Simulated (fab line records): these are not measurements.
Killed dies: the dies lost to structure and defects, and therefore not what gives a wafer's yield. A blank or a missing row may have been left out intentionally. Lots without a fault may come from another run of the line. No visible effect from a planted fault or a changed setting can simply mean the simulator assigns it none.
fab line records ; flow n5_finfet
record: lots: 4; wafers: 12; last_day: 14
route steps=1938 shown WELL_APT@46 PMOS_HMC_CHANNEL_EPI@57 SD_EPI_N@284 BEOL_M4@1111 PASSIVATION@1936
lots that met no fault: taken from a fault-free run of the same line
start_h: the number of hours between the record's first day and the start of the first shown wafer of the lot ; wait_h: hours since the lot's step before ; " identical to the entry in the row above ; L1.1+2: a row that stands for several wafers ; - no value present, or no start provided ; * or withheld: withheld ; < > ~ a bound
route shown NAME@n: NAME is a module with steps in the file, n the number in the route of the first one ; usual: average and standard deviation across the fault-free wafers ; same: alike in all rows ; chamber/n: place in a boat ; sites: readings site by site ; _std_site: the values' standard deviation ; _edge_site: the outer-site mean with the inner-site mean subtracted ; radius_mm: for every site, how far away it sits from the centre of the wafer ; mask NAME#n: copy n ; behind: tool/chamber where the wafer was last shaped ; hold: reason for holding the lot/hours on hold/outcome of the hold ; device: names the non-switching transistor (n, p or np) ; end of line: tests of these same wafers at the route's end ; a step given without rows: its recipe and nothing more ; killed: dies that structure and defects cost at the first sort, which is not the same as the wafer's yield ; map: the dies of a wafer, with x for killed, . for not killed, _ for no die there
set.NAME: the setting that was run; set.NAME@STEP: the one run at that earlier step ; model.NAME: the simulator's own value behind a step, which no gauge read
certain route steps with their lots: each step a table, each wafer a row
services: the hour from which a tool's chamber was out of use, counted from the record's first day as start_h (under 0 if before that day), plus the number of hours and why
== steps ==
step: N5_WELL_APT_DESCUM_30
recipe: chemistry: O2; time_s: 7.9; source_power_w: 50; bias_power_w: 20; pressure_mtorr: 20; rf_frequency_hz: 2.712e+07; temp_c: 40; o2_flow_sccm: 225
step: N5_WELL_APT_IMPLANT_31
recipe: species: B; energy_kev: 60; dose_cm2: 1.5e+13; tilt_deg: 0; rotation_deg: 0
step: N5_WELL_APT_IMPLANT_32
recipe: species: BF2; energy_kev: 50; dose_cm2: 2e+13; tilt_deg: 0; rotation_deg: 0
step: N5_WELL_APT_STRIP_33
recipe: chemistry: SPM; time_s: 900; temp_c: 130; h2so4_h2o2_vol_ratio: 4; dry: ipa_marangoni
step: N5_WELL_APT_RTA_34
recipe: temp_c: 1000; time_s: 10; ambient: N2; idle_temp_c: 600; ramp_up_c_per_s: 150; ramp_down_c_per_s: 60; cool_to_c: 600
step: N5_WELL_APT_OXIDE_STRIP_42
recipe: chemistry: dHF; dilution: 25:1; time_s: 45; temp_c: 25; target: SiO2; target_depth_a: 120
step: N5_WELL_APT_PRECLEAN_36
recipe: chemistry: O3/DIW; time_s: 45; temp_c: 22; o3_ppm: 10
step: N5_WELL_APT_PRECLEAN_39
recipe: chemistry: dHF; time_s: 60; dilution: 150:1; temp_c: 25
step: N5_WELL_APT_SRD_37
recipe: dry: ipa_marangoni; do_ppb: 5; time_s: 30; temp_c: 23; rinse_liquid: diw
step: N5_WELL_APT_EPI_41
recipe: material: Si; target_thk_a: 500; temp_c: 650; precursor: SiH4/H2; pressure_torr: 20; time_s: 297.7
usual: throttle_valve_pct: 11.1/0.49
lot.wafer;tool;chamber;start_h;wait_h;throttle_valve_pct;model.Si_of_WELL_APT_EPI_41.thk_nm
L998.1;epi_rpcvd-03;0;34.09;0.0;11.7;49.74
L998.4;epi_rpcvd-03;0;34.09;0.0;11.7;49.19
L998.5;epi_rpcvd-03;0;34.09;0.0;11.8;49.81
L101.2;epi_rpcvd-04;0;52.46;0.1;10.5;49.84
L101.3;epi_rpcvd-04;0;52.46;0.1;11.1;49.28
L101.6;epi_rpcvd-04;0;52.46;0.1;10.5;48.98
L104.2;epi_rpcvd-03;0;70.52;0.1;11.5;50.72
L104.4;epi_rpcvd-03;0;70.52;0.1;11.6;59.18
L104.6;epi_rpcvd-03;0;70.52;0.1;11.9;50.64
L106.1;epi_rpcvd-03;0;82.06;0.0;11.7;57.82
L106.2;epi_rpcvd-03;0;82.06;0.0;12.0;49.19
L106.4;epi_rpcvd-03;0;82.06;0.0;11.7;57.35
step: N5_PMOS_HMC_CHANNEL_EPI_HM_DEP_34
recipe: material: SiO2; target_thk_a: 360; temp_c: 400; precursor: TEOS/O2; pressure_torr: 6.5; rf_w: 900; teos_flow_sccm: 161.4; gas: O2; flow_sccm: 2650; time_s: 6.9
step: N5_PMOS_HMC_CHANNEL_EPI_COAT_31
recipe: resist: BARC; temp_c: 205; time_s: 60; spin_rpm: 1500; resist_thk_nm: 66
step: N5_PMOS_HMC_CHANNEL_EPI_COAT_03
recipe: resist: CAR-ArF-block; spin_rpm: 1500; resist_thk_nm: 205
step: N5_PMOS_HMC_CHANNEL_EPI_EBR_05
recipe: solvent: PGMEA; ebr_width_mm: 1.5
step: N5_PMOS_HMC_CHANNEL_EPI_SOFTBAKE_04
recipe: temp_c: 110; time_s: 60; resist: CAR-ArF-block
step: N5_PMOS_HMC_CHANNEL_EPI_EXPOSE_06
recipe: mask_id: PMOS_HMC_BLK; na: 1.35; source_shape: conventional; sigma_outer: 0.8; polarization: unpolarized; target_cd_nm: 240; dose_mj: 41
step: N5_PMOS_HMC_CHANNEL_EPI_PEB_07
recipe: peb_temp_c: 110; peb_time_s: 60; resist: CAR-ArF-block
step: N5_PMOS_HMC_CHANNEL_EPI_DEVELOP_08
recipe: develop_time_s: 30; developer: TMAH; resist: CAR-ArF-block; dev_temp_c: 23; rinse_liquid: diw; dry: air_spin
step: N5_PMOS_HMC_CHANNEL_EPI_DESCUM_14
recipe: chemistry: O2; time_s: 7.9; source_power_w: 50; bias_power_w: 20; pressure_mtorr: 20; rf_frequency_hz: 2.712e+07; temp_c: 40; resist: CAR-ArF-block; o2_flow_sccm: 225
step: N5_PMOS_HMC_CHANNEL_EPI_ETCH_32
recipe: chemistry: N2/H2; target: BARC; stop_on: SiO2; target_depth_a: 858; over_etch_frac: 0.3; time_s: 50.3; ion_energy_ev: 200; mask_material: CAR-ArF-block; pressure_mtorr: 30; source_w: 840; bias_w: 150; n2_flow_sccm: 200; h2_flow_sccm: 200
step: N5_PMOS_HMC_CHANNEL_EPI_HM_OPEN_15
recipe: chemistry: CHF3/O2; target: SiO2; mask_material: CAR-ArF-block; target_depth_a: 406; CHF3_flow_sccm: 50; O2_flow_sccm: 5; Ar_flow_sccm: 200; time_s: 20.3; pressure_mtorr: 30; source_w: 650; bias_w: 170; ion_energy_ev: 200
step: N5_PMOS_HMC_CHANNEL_EPI_STRIP_33
recipe: chemistry: N2/H2; power_w: 500; temp_c: 40; pressure_mtorr: 50; rf_frequency_hz: 6e+07; overash_fraction: 0.3; bias_power_w: 8; h2_frac: 0.5; n2_flow_sccm: 300; h2_flow_sccm: 300
step: N5_PMOS_HMC_CHANNEL_EPI_STRIP_17
recipe: chemistry: SPM; time_s: 750; temp_c: 130; h2so4_h2o2_vol_ratio: 4; dry: ipa_marangoni
step: N5_PMOS_HMC_CHANNEL_EPI_ETCH_38
recipe: chemistry: CF4; target: SiO2; target_depth_a: 15; ion_energy_ev: 350; pressure_mtorr: 10; icp_w: 800; bias_w: 400; cf4_flow_sccm: 80
step: N5_PMOS_HMC_CHANNEL_EPI_FIN_RECESS_16
recipe: chemistry: HBr/Cl2; target: Si; mask_material: SiO2; target_depth_a: 540; time_s: 18; pressure_mtorr: 10; icp_w: 800; bias_w: 75; HBr_flow_sccm: 150; Cl2_flow_sccm: 80
step: N5_PMOS_HMC_CHANNEL_EPI_PRECLEAN_36
recipe: chemistry: O3/DIW; time_s: 45; temp_c: 22; o3_ppm: 10
step: N5_PMOS_HMC_CHANNEL_EPI_PRECLEAN_18
recipe: chemistry: DHF; time_s: 30; temp_c: 25; dilution: withheld
step: N5_PMOS_HMC_CHANNEL_EPI_SRD_19
recipe: dry: ipa_marangoni; do_ppb: 5; time_s: 30; temp_c: 23; rinse_liquid: diw
step: N5_PMOS_HMC_CHANNEL_EPI_EPI_20
recipe: material: SiGe30; mask_material: SiO2; pressure_torr: 20; target_thk_a: 590; temp_c: 600
step: N5_PMOS_HMC_CHANNEL_EPI_HM_STRIP_35
recipe: chemistry: dHF; temp_c: 25; material: SiO2; target: SiO2; target_depth_a: 396; time_s: 216
step: N5_PMOS_HMC_CHANNEL_EPI_SRD_39
recipe: dry: ipa_marangoni; time_s: 30; temp_c: 23; rinse_liquid: diw
step: N5_PMOS_HMC_CHANNEL_EPI_CMP_21
recipe: material: SiGe30; post_cmp_clean: alkaline_brush; target_thk_nm: 54
step: N5_PMOS_HMC_CHANNEL_EPI_PRECLEAN_40
recipe: chemistry: DHF; time_s: 30; temp_c: 25; dilution: withheld
step: N5_PMOS_HMC_CHANNEL_EPI_PRECLEAN_37
recipe: chemistry: O3/DIW; time_s: 45; temp_c: 22; o3_ppm: 10
step: N5_SD_EPI_N_STRIP_18
recipe: chemistry: SPM; time_s: 750; temp_c: 130; h2so4_h2o2_vol_ratio: 4
usual: bath_guard_temp_C: 130.0/0.55
lot.wafer;tool;chamber;start_h;wait_h;bath_guard_temp_C;model.Si_of_WELL_APT_EPI_41.thk_nm
L998.1;wet_bench-01;6;67.24;0.0;130.2;8.8
L998.4;wet_bench-01;0;67.24;0.0;129.8;8.6
L998.5;wet_bench-01;4;67.24;0.0;129.6;9.2
L101.2;wet_bench-04;4;88.71;0.0;130.0;7.6
L101.3;wet_bench-04;6;88.71;0.0;129.3;8
L101.6;wet_bench-04;3;88.71;0.0;130.1;8
L104.2;wet_bench-05;1;104.00;0.0;129.6;9.6
L104.4;wet_bench-05;2;104.00;0.0;129.3;17.8
L104.6;wet_bench-05;4;104.00;0.0;131.0;9
L106.1;wet_bench-04;7;114.36;0.0;130.9;15.6
L106.2;wet_bench-04;1;114.36;0.0;128.9;7
L106.4;wet_bench-04;3;114.36;0.0;130.0;15.4
step: N5_BEOL_M4_RC_MEAS_101
usual: CJ_N: 4.34/0.085; CJ_P: 5.78/0.18; DIBL_N: 36.2/1.6; DIBL_P: 36.5/1.9; IOFF_N: 0.158/0.027; IOFF_P: 0.21/0.038; ION_N: 675/12; ION_P: 464/8.9; RS_PWELL: 3012/20; SS_N: 71.5/0.61; SS_P: 73.4/0.59; VT_N: 250.4/3; VT_P: -250/3.6
lot.wafer;tool;chamber;start_h;wait_h;CJ_N;CJ_P;DIBL_N[mV/V];DIBL_P[mV/V];IOFF_N[nA/um];IOFF_P[nA/um];ION_N[uA/um];ION_P[uA/um];RS_PWELL[ohm/sq];SS_N[mV/dec];SS_P[mV/dec];VT_N[mV];VT_P[mV]
L998.1;prober-01;0;185.47;0.0;4.31;5.91;39.7;40.1;0.220;0.28;676;464;3036;72.3;73.8;245.9;-250
L998.4;prober-01;0;185.47;0.0;4.29;5.59;35.2;35.6;0.125;0.19;649;455;3033;71.6;73.3;255.6;-252
L998.5;prober-01;0;185.47;0.0;4.27;6.06;37.3;38.5;0.171;0.24;670;461;3043;71.8;73.8;247.8;-251
L101.2;prober-01;0;202.64;0.2;4.44;5.82;37.3;36.5;0.153;0.19;673;460;3019;71.3;74.0;252.8;-253
L101.3;prober-01;0;202.64;0.2;4.37;5.97;37.8;37.0;0.168;0.20;680;460;3011;71.9;74.1;250.7;-252
L101.6;prober-01;0;202.64;0.2;4.33;5.92;35.9;34.8;0.128;0.16;661;454;3027;70.8;73.1;255.9;-253
L104.2;prober-02;0;219.14;0.2;4.17;5.98;33.5;33.8;0.121;0.16;666;456;2971;71.6;73.7;253.3;-253
L104.4;prober-02;0;219.14;0.2;3.04;5.03;38.5;40.7;0.246;0.29;691;474;2840;72.1;74.8;245.2;-246
L104.6;prober-02;0;219.14;0.2;4.23;5.54;36.1;37.4;0.163;0.22;684;467;2997;71.0;73.6;250.5;-250
L106.1;prober-01;0;227.46;0.0;3.40;4.88;37.2;36.2;0.191;0.20;689;464;2876;72.0;73.6;245.9;-251
L106.2;prober-01;0;227.46;0.0;4.47;6.08;36.6;36.7;0.168;0.20;682;462;3041;71.3;73.3;247.3;-246
L106.4;prober-01;0;227.46;0.0;3.36;5.28;38.3;39.5;0.222;0.27;713;488;2901;71.9;74.5;244.4;-245
step: N5_PASSIVATION_PROBE_49
usual: defect_limited_yield: 91.3/1.7; killed_at_M0_to_M3: 33/11; killed_at_M4_up: 14/5.5; killed_at_contacts: 13/6.5; killed_at_front_end: 39/13; killed_at_other: 3.4/2.9; killed_dies: 103/20; killed_open: 69/15; killed_short: 32/8.1; sort_bin_4_leakage: 0/0; sort_bin_5_function: 5.1/1.1; sort_bin_6_memory: 3.3/0.74; sort_bin_8_speed: 0.00/0.014; sort_n_pass: 1077/20; sort_yield_pct: 91.3/1.7
same: gross_dies: 1180; killed_at_back_side: 0
lot.wafer;tool;chamber;start_h;wait_h;defect_limited_yield[%];killed_at_M0_to_M3;killed_at_M4_up;killed_at_contacts;killed_at_front_end;killed_at_other;killed_dies;killed_open;killed_short;sort_bin_4_leakage[%];sort_bin_5_function[%];sort_bin_6_memory[%];sort_bin_8_speed[%];sort_n_pass;sort_yield_pct[%]
L998.1;prober-01;-;287.66;0.0;90.6;33;15;8;50;5;111;74;34;0;5.9;3.2;0;1069;90.6
L998.4;prober-01;-;287.81;0.2;84.9;30;17;35;90;6;178;125;45;0;8.6;5.6;0;1002;84.9
L998.5;prober-01;-;287.86;0.2;89.5;28;27;13;48;8;124;90;33;0;6.7;3.3;0;1056;89.5
L101.2;prober-02;-;314.58;0.1;92.8;37;12;6;29;1;85;51;33;0;4.7;2.5;0;1095;92.8
L101.3;prober-02;-;314.63;0.1;93.6;19;24;4;27;1;75;49;25;0;4.2;2.0;0;1105;93.6
L101.6;prober-02;-;314.78;0.3;94.2;25;6;7;29;1;68;43;23;0;2.5;3.0;0;1112;94.2
L106.1;prober-01;-;335.75;0.0;92.1;55;8;8;20;2;93;64;24;0;4.6;3.0;0;1087;92.1
L106.2;prober-01;-;335.80;0.1;90.8;54;8;5;41;1;109;62;46;0;6.3;2.7;0;1071;90.8
L106.4;prober-01;-;335.90;0.2;90.1;50;13;16;36;2;117;79;36;0;6.0;3.4;0;1063;90.1
L104.4;prober-02;-;336.49;0.2;92.5;35;10;9;23;11;88;62;24;0.08;4.4;2.9;0;1091;92.5
killed by level:class
L998.1 FIN_SAQP:geometric_particle:open=20 BEOL_M0_SAQP:geometric_particle:open=8 FIN_SAQP:geometric_particle:short=7 MOL_CONTACT_COAG:geometric_particle:open=7 BEOL_M0_SAQP:geometric_particle:short=7 BEOL_M3:geometric_particle:open=7 GATE_CUT:geometric_particle:short=5 BEOL_M4:geometric_particle:open=5
L998.4 FIN_SAQP:geometric_particle:open=37 MOL_CONTACT_COAG:geometric_particle:open=28 STI_FIN_REVEAL:geometric_particle:open=15 FIN_SAQP:geometric_particle:short=10 BEOL_M4:geometric_particle:open=8 MOL_CONTACT_COAG:geometric_particle:short=7 BEOL_M0_SAQP:geometric_particle:open=7 BEOL_M0_SAQP:geometric_particle:short=5
L998.5 FIN_SAQP:geometric_particle:open=18 BEOL_M4:geometric_particle:open=16 BEOL_M2:geometric_particle:open=12 MOL_CONTACT_COAG:geometric_particle:open=12 GATE_CUT:geometric_particle:short=8 FIN_SAQP:geometric_particle:short=7 GATE_CUT:geometric_particle:open=5 BEOL_M0_SAQP:geometric_particle:open=5
L101.2 BEOL_M1:geometric_particle:open=7 BEOL_M1:geometric_particle:short=6 BEOL_M2:geometric_particle:open=6 FIN_SAQP:geometric_particle:open=5 STI_FIN_REVEAL:geometric_particle:open=5 BEOL_M3:geometric_particle:short=5 BEOL_M2:geometric_particle:short=4 BEOL_M3:geometric_particle:open=4
L101.3 BEOL_M4:geometric_particle:open=8 FIN_SAQP:geometric_particle:open=5 MOL_CONTACT_COAG:geometric_particle:open=4 GATE_CUT:geometric_particle:open=4 GATE_CUT:geometric_particle:short=4 BEOL_M3:geometric_particle:open=4 BEOL_M1:geometric_particle:short=4 STARTING-WAFER:geometric_particle:short=4
L101.6 GATE_CUT:geometric_particle:short=9 MOL_CONTACT_COAG:geometric_particle:open=6 BEOL_M3:geometric_particle:open=6 DUMMY_GATE:geometric_particle:open=5 STI_FIN_REVEAL:geometric_particle:open=4 BEOL_M0_SAQP:geometric_particle:short=4 BEOL_M1:geometric_particle:open=4 BEOL_M2:geometric_particle:open=4
L106.1 BEOL_M0_SAQP:geometric_particle:open=18 BEOL_M1:geometric_particle:open=14 BEOL_M0_SAQP:geometric_particle:short=7 MOL_CONTACT_COAG:geometric_particle:open=6 BEOL_M2:geometric_particle:open=6 DUMMY_GATE:geometric_particle:open=4 BEOL_M3:geometric_particle:short=4 BEOL_M4:geometric_particle:open=4
L106.2 BEOL_M0_SAQP:geometric_particle:short=16 BEOL_M0_SAQP:geometric_particle:open=15 FIN_SAQP:geometric_particle:open=10 BEOL_M3:geometric_particle:short=9 DUMMY_GATE:geometric_particle:open=7 BEOL_M1:geometric_particle:open=5 STARTING-WAFER:geometric_particle:short=5 FIN_SAQP:geometric_particle:short=4
L106.4 BEOL_M1:geometric_particle:open=16 MOL_CONTACT_COAG:geometric_particle:open=14 BEOL_M0_SAQP:geometric_particle:open=11 DUMMY_GATE:geometric_particle:open=10 BEOL_M0_SAQP:geometric_particle:short=10 STI_FIN_REVEAL:geometric_particle:open=5 BEOL_M4:geometric_particle:open=5 FIN_SAQP:geometric_particle:open=4
L104.4 BEOL_M0_SAQP:geometric_particle:open=12 FIN_SAQP:geometric_particle:open=7 MOL_CONTACT_COAG:geometric_particle:open=7 BEOL_M1:geometric_particle:open=7 BEOL_M3:geometric_particle:open=6 BEOL_M4:geometric_particle:open=6 FIN_SAQP:geometric_particle:short=3 BEOL_M0_SAQP:geometric_particle:short=3
== services ==
tool;chamber;start_h;hours;kind
epi_rpcvd-03;-;55.04;8.1;pm
== key ==
first_sign: step: N5_BEOL_M4_RC_MEAS_101; reading: CJ_N; direction: down; sigmas: 13; usual: 4.34; struck: 3.27
effect: step: N5_BEOL_M4_RC_MEAS_101; reading: RS_PWELL; direction: down; sigmas: 6.8; usual: 3012; struck: 2872
effect: step: N5_BEOL_M4_RC_MEAS_101; reading: CJ_P; direction: down; sigmas: 3.9; usual: 5.78; struck: 5.06
effect: step: N5_BEOL_M4_RC_MEAS_101; reading: IOFF_N; direction: up; sigmas: 2.3; usual: 0.158; struck: 0.220
model_effect: step: N5_WELL_APT_EPI_41; value: Si_of_WELL_APT_EPI_41.thk_nm; without: 49.9; struck: 58.12
model_effect: step: N5_SD_EPI_N_STRIP_18; value: Si_of_WELL_APT_EPI_41.thk_nm; without: 8.067; struck: 16.27
met_at N5_WELL_APT_EPI_41
struck_wafers L104.4,L106.1,L106.4
onset_between 34.09 70.52
fault: kind: process_parameter_drift; tool: epi_rpcvd-03; chamber: -; onset_h: 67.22; steps: N5_WELL_APT_EPI_41; channel: target_thk_a; offset: *; shape: step; end_h: 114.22; scope: struck_wafers_only; acts_in: *; stated: *
